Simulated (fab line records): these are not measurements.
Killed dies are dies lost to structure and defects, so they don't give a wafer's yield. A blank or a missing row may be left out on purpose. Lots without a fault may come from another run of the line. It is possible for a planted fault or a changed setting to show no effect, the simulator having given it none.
Chamber matching	flow n5Finfet	4 sister chambers for N5_BEOL_M7_DESCUM_33 on rieDiel-02
The step chemistry O2, time 7 s. 4 wafers are shown with their chamber, then 7 later ones without.

== WAFERS WITH THEIR CHAMBER ==
wafer	chamber	drypumpMotorCurrentA (A)
L077.2	1	5.5
L082.6	2	5.9
L083.2	3	6.3
L083.3	0	5.5

== WAFERS MISSING THEIR CHAMBER ==
wafer	drypumpMotorCurrentA (A)
L083.4	5.8
L092.2	5.8
L092.3	5.5
L092.6	5.8
L094.1	6.3
L094.3	5.5
L094.4	5.9

== WHICH CHAMBER EACH WENT THROUGH ==
wafer	from the rows above	in truth
L083.4	2	2
L092.2	2	2
L092.3	can't be placed: 0 or 1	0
L092.6	2	2
L094.1	3	3
L094.3	can't be placed: 0 or 1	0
L094.4	2	2
5 of 7 placed correctly. Not placeable from these rows: 2 (in 2, the candidates include the true chamber). Wrongly placed: 0.
How it was worked out, from the rows above alone: a wafer's distance from a chamber is the root of the sum, over the readings, of the square of ((its reading less the chamber's mean) divided by the reading's scatter). The wafer belongs to the nearest chamber; if the next one is less than 2 further off, it can't be placed. Each chamber's mean is taken over the wafers shown for it. The scatter: root of mean squared gap, hidden wafer to nearest shown wafer, with one shown wafer a chamber.
